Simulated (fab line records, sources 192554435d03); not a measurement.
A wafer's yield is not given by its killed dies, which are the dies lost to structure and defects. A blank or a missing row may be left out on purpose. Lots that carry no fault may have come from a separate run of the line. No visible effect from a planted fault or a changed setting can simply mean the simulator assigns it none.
fab line records	flow n5_finfet
record: lots: 13	wafers: 35	last_day: 17
route steps=1938 shown BEOL_M11@1582 PAD_METAL@1896 PASSIVATION@1931
lots with no fault: from the same line, run without faults
start_h: start of the lot's first displayed wafer, in hours after the record's first day	wait_h: hours elapsed since this lot's preceding step	" repeats the value in the row above	L1.1+2: a single row standing in for several wafers	- value missing, or start not given	* or withheld: withheld	< > ~ a bound
route shown NAME@n: NAME is a module with steps in the file, n the number in the route of the first one	usual: mean and standard deviation over wafers with no fault	same: alike in all rows	chamber/n: place in a boat	sites: the reading at each site	_std_site: their standard deviation	_edge_site: inner sites' mean taken away from outer sites' mean	radius_mm: how far each site lies from the wafer's centre	mask NAME#n: copy n	behind: the last tool/chamber to shape the wafer	hold: why the lot was held/for how many hours/how that ended	device: which transistor (n, p or np) failed to switch	end of line: the tests these same wafers got at the end of their route	a step given without rows: its recipe and nothing more	killed: dies that structure and defects cost at the first sort, which is not the same as the wafer's yield	map: the dies of a wafer, with x for killed, . for not killed, _ for no die there
set.NAME: the setting as run; set.NAME@STEP: as run at that earlier step	model.NAME: the simulator's own value behind a step, which no gauge read
route steps across a sampled set of lots; one table per step, one row per wafer
services: from which hour (start_h, from the record's first day; less than 0 if before it) a tool's chamber was out of use, for how many hours, and why
== steps ==
step: N5_BEOL_M11_HM_STRIP_39
recipe: chemistry: peroxide_tin_strip	material: TiN	target_depth_a: 250	temp_c: 50	time_s: 158
lot.wafer	tool	chamber	start_h	wait_h
L706.2+6	wet_bench-05	5,7	225.36	0.0
L710.1+2+3	wet_bench-05	5,0,6	258.30	0.0
L711.1+5+6	wet_bench-05	7,4,6	265.58	0.0
L712.1+5	wet_bench-06	2,6	272.52	0.0
L714.1+2+5	wet_bench-06	7,4,3	279.06	0.0
L713.1+3	wet_bench-03	6,7	279.22	0.0
L716.1+2+6	wet_bench-06	5,6,3	286.24	0.0
L717.1+5	wet_bench-03	1,4	302.45	0.0
L718.1+2+3	wet_bench-06	1,0,3	304.94	0.0
L726.1+3+6	wet_bench-05	7,6,0	350.94	0.0
L725.2+3+5	wet_bench-06	7,1,0	351.68	0.0
L724.1+2+3	wet_bench-06	6,0,4	353.96	0.0
L727.2+3+6	wet_bench-05	0,6,1	367.87	0.0
step: N5_PASSIVATION_AL_DEP_21
recipe: material: Al	target_thk_a: 28000	temp_c: 400	time_s: 170	power_w: 30000	chamber_pressure_pa: 0.4	gas: Ar
usual: chamber_pressure_pa: 0.3999/0.00079	susceptor_temp_C: 400.01/0.24	throttle_valve_pct: 29.9/0.74
lot.wafer	tool	chamber	start_h	wait_h	chamber_pressure_pa	susceptor_temp_C	throttle_valve_pct
L706.2	pvd_sputter-03	-	271.17	0.1	0.3983	399.69	31.0
L706.6	"	-	"	"	0.3988	399.50	29.9
L710.1	pvd_sputter-01	-	290.78	0.1	0.4007	400.23	29.3
L710.2	"	-	"	"	0.3990	399.89	30.6
L710.3	"	-	"	"	0.3999	399.45	29.1
L711.1	pvd_sputter-02	-	295.03	0.1	0.3997	399.70	28.5
L711.5	"	-	"	"	0.3995	399.65	28.4
L711.6	"	-	"	"	0.3997	400.09	29.8
L712.1	pvd_sputter-03	-	306.47	0.1	0.3996	399.76	30.2
L712.5	"	-	"	"	0.3991	400.06	29.2
L714.1	pvd_sputter-02	-	319.69	0.1	0.3992	400.02	28.6
L714.2	"	-	"	"	0.3991	399.86	29.6
L714.5	"	-	"	"	0.4004	400.03	29.5
L713.1	pvd_sputter-01	-	320.24	0.1	0.4001	399.98	29.0
L713.3	"	-	"	"	0.3993	399.97	29.7
L716.1	pvd_sputter-02	-	320.45	0.1	0.3994	400.08	31.0
L716.2	"	-	"	"	0.3976	400.05	29.4
L716.6	"	-	"	"	0.3989	399.78	29.5
L718.1	pvd_sputter-02	-	342.32	0.1	0.3998	399.81	29.7
L718.2	"	-	"	"	0.3993	399.97	31.1
L718.3	"	-	"	"	0.4016	400.29	28.3
L717.1	pvd_sputter-03	-	342.68	0.1	0.3987	400.47	29.8
L717.5	"	-	"	"	0.3985	399.96	30.9
L726.1	pvd_sputter-03	-	387.70	0.1	0.3984	400.62	31.2
L726.3	"	-	"	"	0.4000	399.98	29.0
L726.6	"	-	"	"	0.3998	399.79	28.8
L725.2	pvd_sputter-01	-	388.01	0.1	0.3999	400.06	30.2
L725.3	"	-	"	"	0.3998	399.76	29.1
L725.5	"	-	"	"	0.3993	399.51	29.2
L724.1	pvd_sputter-03	-	394.50	0.1	0.3993	400.06	31.0
L724.2	"	-	"	"	0.3995	399.95	30.0
L724.3	"	-	"	"	0.4000	400.08	29.1
L727.2	pvd_sputter-02	-	403.39	0.1	0.4008	400.22	30.7
L727.3	"	-	"	"	0.4012	400.17	29.8
L727.6	"	-	"	"	0.3996	400.27	31.1
step: N5_PASSIVATION_STRIP_48
recipe: chemistry: O2	power_w: 600	temp_c: 60	pressure_mtorr: 30	rf_frequency_hz: 6e+07	bias_power_w: 0	overash_fraction: 0.5	o2_flow_sccm: 225
usual: drypump_motor_current_A: 5.7/0.42	oes_product_au: 0.81/0.093	rf_vpp_V: 3.7/2.3	showerhead_plenum_p_Torr: 2.11/0.062	throttle_valve_pct: 16.51/0.17
same: overash_fraction: 0.5
lot.wafer	tool	chamber	start_h	wait_h	drypump_motor_current_A	oes_product_au	rf_hours_counter_h	rf_vpp_V	showerhead_plenum_p_Torr	throttle_valve_pct
L706.2	rie_diel-05	1	274.65	0.1	5.2	0.96	26	5.6	2.14	16.47
L706.6	"	3	"	"	5.6	0.87	-	2.9	2.23	16.45
L710.1	rie_diel-04	2	293.75	0.1	4.8	0.92	20	0.2	2.15	16.62
L710.2	"	3	"	"	5.4	0.85	48	8.0	2.07	16.61
L710.3	"	0	"	"	5.9	0.85	61	1.8	2.04	16.40
L711.1	rie_diel-04	1	298.05	0.1	5.1	0.93	17	6.2	2.14	16.69
L711.5	"	1	"	"	5.1	0.90	-	7.8	2.14	16.78
L711.6	"	0	"	"	5.9	0.87	-	6.9	2.04	16.39
L712.1	rie_diel-04	1	309.33	0.1	5.1	0.94	20	2.6	2.14	16.74
L712.5	"	2	"	"	4.8	0.93	-	3.0	2.15	16.63
L714.1	rie_diel-06	2	323.23	0.1	6.1	0.71	220	4.2	2.15	16.28
L714.2	"	1	"	"	6.2	0.94	16	2.8	2.07	16.37
L714.5	"	3	"	"	5.8	0.72	-	3.1	2.03	16.83
L713.1	rie_diel-04	2	323.67	0.1	4.8	0.89	31	3.3	2.14	16.67
L713.3	"	3	"	"	5.4	0.86	57	4.5	2.06	16.62
L716.1	rie_diel-05	2	324.64	0.1	6.3	0.75	149	0.6	2.21	16.72
L716.2	"	0	"	"	6.1	0.71	243	5.5	2.12	16.46
L716.6	"	3	"	"	5.6	0.87	-	8.3	2.22	16.59
L718.1	rie_diel-06	2	345.41	0.1	6.1	0.70	227	4.4	2.16	16.35
L718.2	"	1	"	"	6.1	0.91	24	2.3	2.06	16.37
L718.3	"	3	"	"	5.8	0.72	246	3.2	2.03	16.78
L717.1	rie_diel-06	2	346.54	0.1	6.1	0.70	228	7.1	2.16	16.36
L717.5	"	1	"	"	6.2	0.92	-	5.7	2.06	16.38
L726.1	rie_diel-05	2	390.78	0.1	6.4	0.72	174	6.2	2.19	16.81
L726.3	"	0	"	"	6.1	0.97	5	3.8	2.12	16.06
L726.6	"	3	"	"	5.6	0.79	-	0.8	2.21	16.65
L725.2	rie_diel-06	0	391.29	0.1	5.7	0.68	206	5.6	2.04	16.39
L725.3	"	1	"	"	6.1	0.88	41	2.2	2.06	16.46
L725.5	"	2	"	"	6.1	0.70	-	3.4	2.15	16.45
L724.1	rie_diel-06	0	397.72	0.1	5.7	0.70	209	8.1	2.04	16.40
L724.2	"	2	"	"	6.1	0.72	247	0	2.15	16.37
L724.3	"	3	"	"	5.8	0.93	8	2.2	2.03	16.30
L727.2	rie_diel-05	2	406.84	0.1	6.3	0.70	179	3.9	2.19	16.86
L727.3	"	3	"	"	5.6	0.80	97	5.0	2.21	16.59
L727.6	"	3	"	"	5.6	0.76	-	4.1	2.21	16.58
step: N5_PASSIVATION_PROBE_49
usual: defect_limited_yield: 91.8/1.5	killed_at_M0_to_M3: 33/11	killed_at_M4_up: 13/5	killed_at_contacts: 11/5.6	killed_at_front_end: 36/12	killed_at_other: 3.4/2.5	killed_dies: 97/18	killed_on_rim: 12/4.2	killed_open: 64/13	killed_short: 31/6.9	sort_bin_4_leakage: 0.01/0.048	sort_bin_5_function: 4.8/1	sort_bin_6_memory: 3.1/0.64	sort_n_pass: 1083/18	sort_yield_pct: 91.8/1.5
same: gross_dies: 1180	killed_at_back_side: 0	sort_bin_8_speed[%]: 0
lot.wafer	tool	chamber	start_h	wait_h	defect_limited_yield[%]	killed_at_M0_to_M3	killed_at_M4_up	killed_at_contacts	killed_at_front_end	killed_at_other	killed_dies	killed_on_rim	killed_open	killed_short	sort_bin_4_leakage[%]	sort_bin_5_function[%]	sort_bin_6_memory[%]	sort_n_pass	sort_yield_pct[%]
L706.2	prober-02	-	277.19	0.1	92.5	31	13	7	35	2	88	10	60	28	0	3.7	3.5	1092	92.5
L706.6	prober-02	-	277.39	0.3	92.1	47	10	9	27	0	93	6	57	35	0	4.0	3.6	1087	92.1
L716.1	prober-01	-	327.74	0.3	93.8	19	6	21	21	6	73	8	52	21	0	3.6	2.5	1107	93.8
L716.2	prober-01	-	327.79	0.4	91.5	14	20	12	51	3	100	14	67	32	0	5.4	2.8	1080	91.5
L716.6	prober-01	-	327.99	0.6	90.3	38	13	9	46	8	114	21	77	34	0	6.0	3.2	1066	90.3
L726.1	prober-01	-	393.27	0.0	90.1	35	15	24	42	1	117	13	77	39	0	6.3	3.3	1063	90.1
L726.3	prober-01	-	393.37	0.1	89.9	38	18	21	38	4	119	10	83	35	0	6.2	3.6	1061	89.9
L726.6	prober-01	-	393.52	0.3	92.2	23	10	18	40	1	92	10	55	37	0	4.3	3.4	1088	92.2
L725.2	prober-02	-	393.83	0.1	86.4	17	95	7	40	1	160	24	47	21	0	7.5	3.1	1020	86.4
L725.3	prober-02	-	393.88	0.1	83.6	39	111	8	35	1	194	23	65	31	0.34	9.9	4.0	982	83.2
L725.5	prober-02	-	393.98	0.2	83.3	22	127	11	34	3	197	15	48	27	0	9.8	4.0	983	83.3
L724.1	prober-02	-	400.22	0.0	84.9	42	94	16	19	7	178	35	61	28	0	9.7	3.0	1002	84.9
L724.2	prober-02	-	400.27	0.1	83.2	34	126	10	24	4	198	16	50	25	0	10.8	3.5	982	83.2
L724.3	prober-02	-	400.32	0.1	84.0	37	111	5	30	6	189	29	50	35	0	9.7	3.9	991	84.0
killed by level:class
L706.2 BEOL_M2:geometric_particle:open=9 GATE_CUT:geometric_particle:short=8 GATE_CUT:geometric_particle:open=6 MOL_CONTACT_COAG:geometric_particle:open=6 DUMMY_GATE:geometric_particle:open=5 BEOL_M0_SAQP:geometric_particle:open=5 BEOL_M0_SAQP:geometric_particle:short=4 BEOL_M1:geometric_particle:open=4
L706.6 BEOL_M1:geometric_particle:open=17 BEOL_M0_SAQP:geometric_particle:short=11 GATE_CUT:geometric_particle:short=6 MOL_CONTACT_COAG:geometric_particle:open=6 BEOL_M2:geometric_particle:open=6 BEOL_M4:geometric_particle:open=5 FIN_SAQP:geometric_particle:open=4 STI_FIN_REVEAL:geometric_particle:open=4
L716.1 MOL_CONTACT_COAG:geometric_particle:open=18 STI_FIN_REVEAL:geometric_particle:open=12 BEOL_M0_SAQP:geometric_particle:short=6 BEOL_M1:geometric_particle:open=6 MOL_CONTACT_COAG:geometric_particle:short=3 BEOL_M0_SAQP:geometric_particle:open=3 STI_FIN_REVEAL:geometric_particle:short=2 ILD0:geometric_particle:short=2
L716.2 STI_FIN_REVEAL:geometric_particle:open=15 FIN_SAQP:geometric_particle:short=13 MOL_CONTACT_COAG:geometric_particle:open=10 FIN_SAQP:geometric_particle:open=9 BEOL_M4:geometric_particle:open=8 DUMMY_GATE:geometric_particle:open=5 BEOL_M1:geometric_particle:open=5 BEOL_M1:geometric_particle:short=4
L716.6 FIN_SAQP:geometric_particle:open=13 FIN_SAQP:geometric_particle:short=11 BEOL_M0_SAQP:geometric_particle:open=8 BEOL_M0:geometric_particle:open=7 BEOL_M1:geometric_particle:open=7 BEOL_M4:geometric_particle:open=7 STI_FIN_REVEAL:geometric_particle:open=6 BEOL_M0_SAQP:geometric_particle:short=6
L726.1 MOL_CONTACT_COAG:geometric_particle:open=21 BEOL_M0_SAQP:geometric_particle:short=9 GATE_CUT:geometric_particle:short=9 BEOL_M0_SAQP:geometric_particle:open=8 FIN_SAQP:geometric_particle:open=7 BEOL_M2:geometric_particle:open=7 FIN_SAQP:geometric_particle:short=6 BEOL_M1:geometric_particle:open=6
L726.3 MOL_CONTACT_COAG:geometric_particle:open=20 BEOL_M2:geometric_particle:open=9 GATE_CUT:geometric_particle:short=8 BEOL_M0_SAQP:geometric_particle:open=8 BEOL_M3:geometric_particle:open=7 BEOL_M5:geometric_particle:open=7 FIN_SAQP:geometric_particle:short=5 BEOL_M2:geometric_particle:short=5
L726.6 MOL_CONTACT_COAG:geometric_particle:open=13 FIN_SAQP:geometric_particle:open=12 FIN_SAQP:geometric_particle:short=10 BEOL_M0_SAQP:geometric_particle:short=8 BEOL_M0_SAQP:geometric_particle:open=6 MOL_CONTACT_COAG:geometric_particle:short=5 STI_FIN_REVEAL:geometric_particle:open=4 BEOL_M2:geometric_particle:open=4
L725.2 BEOL_M11:unspecified=91 STI_FIN_REVEAL:geometric_particle:open=8 MOL_CONTACT_COAG:geometric_particle:open=6 STARTING-WAFER:geometric_particle:open=6 FIN_SAQP:geometric_particle:short=5 SPACER0:geometric_particle:open=4 BEOL_M1:geometric_particle:open=4 BEOL_M2:geometric_particle:open=4
L725.3 BEOL_M11:unspecified=96 STI_FIN_REVEAL:geometric_particle:open=13 BEOL_M1:geometric_particle:open=12 BEOL_M0_SAQP:geometric_particle:short=7 MOL_CONTACT_COAG:geometric_particle:open=6 FIN_SAQP:geometric_particle:open=5 BEOL_M1:geometric_particle:short=5 BEOL_M5:geometric_particle:open=5
L725.5 BEOL_M11:unspecified=119 MOL_CONTACT_COAG:geometric_particle:open=10 STI_FIN_REVEAL:geometric_particle:open=9 BEOL_M1:geometric_particle:open=8 BEOL_M0_SAQP:geometric_particle:short=6 FIN_SAQP:geometric_particle:open=5 GATE_CUT:geometric_particle:short=5 STI_FIN_REVEAL:geometric_particle:short=3
L724.1 BEOL_M11:unspecified=87 BEOL_M2:geometric_particle:open=18 MOL_CONTACT_COAG:geometric_particle:open=12 BEOL_M0_SAQP:geometric_particle:short=12 BEOL_M0_SAQP:geometric_particle:open=7 FIN_SAQP:geometric_particle:open=3 STI_FIN_REVEAL:geometric_particle:open=3 MOL_CONTACT_COAG:geometric_particle:short=3
L724.2 BEOL_M11:unspecified=123 MOL_CONTACT_COAG:geometric_particle:open=10 BEOL_M3:geometric_particle:open=9 BEOL_M0_SAQP:geometric_particle:short=8 BEOL_M0_SAQP:geometric_particle:open=7 FIN_SAQP:geometric_particle:short=6 BEOL_M2:geometric_particle:open=5 STI_FIN_REVEAL:geometric_particle:open=3
L724.3 BEOL_M11:unspecified=104 BEOL_M0_SAQP:geometric_particle:short=9 BEOL_M2:geometric_particle:open=6 DUMMY_GATE:geometric_particle:open=6 BEOL_M1:geometric_particle:open=6 STARTING-WAFER:geometric_particle:short=6 BEOL_M0_SAQP:geometric_particle:open=5 BEOL_M3:geometric_particle:open=5
== services ==
tool	chamber	start_h	hours	kind
rie_diel-06	0	207.22	4.4	repair
rie_diel-04	2	217.90	5.7	repair
rie_diel-04	2	223.62	-	clean
rie_diel-04	2	223.62	-	consumable_replace:focus_ring
rie_diel-05	0	230.90	5.1	repair
rie_diel-06	3	245.02	16.7	repair
pvd_sputter-01	-	252.79	1.5	repair
rie_diel-06	1	261.75	-	clean
rie_diel-06	1	261.75	-	consumable_replace:focus_ring
rie_diel-06	1	261.75	17.4	scheduled_down
rie_diel-06	1	261.75	17.4	vent_cycle
rie_diel-06	2	302.78	3.3	repair
rie_diel-04	3	307.04	5.2	repair
rie_diel-04	1	324.53	5.2	repair
rie_diel-05	2	336.31	4.8	repair
rie_diel-05	0	341.11	-	clean
rie_diel-05	0	341.11	-	consumable_replace:focus_ring
rie_diel-05	0	341.11	30.5	scheduled_down
rie_diel-05	0	341.11	30.5	vent_cycle
rie_diel-06	3	356.76	-	clean
rie_diel-06	3	356.76	-	consumable_replace:focus_ring
rie_diel-05	0	379.50	2.6	repair
pvd_sputter-02	-	382.78	4.8	repair
rie_diel-06	-	388.03	0.2	repair
== key ==
first_sign: step: N5_PASSIVATION_PROBE_49	reading: killed_at_M4_up	direction: up	sigmas: 19	usual: 13	struck: 111
effect: step: N5_PASSIVATION_PROBE_49	reading: killed_dies	direction: up	sigmas: 5	usual: 97	struck: 186
more_kills_born_at: N5_BEOL_M11_HM_STRIP_39@wet_bench-06: 620
met_at N5_BEOL_M11_HM_STRIP_39
struck_lots L724,L725
not_acting_at N5_PASSIVATION_AL_DEP_21,N5_PASSIVATION_STRIP_48
onset_between 304.94 351.68
fault: kind: chamber_particle_source	tool: wet_bench-06	chamber: -	onset_h: 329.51	steps: N5_BEOL_M11_HM_STRIP_39	rate_per_visit_cm2: 0.95237	end_h: 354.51
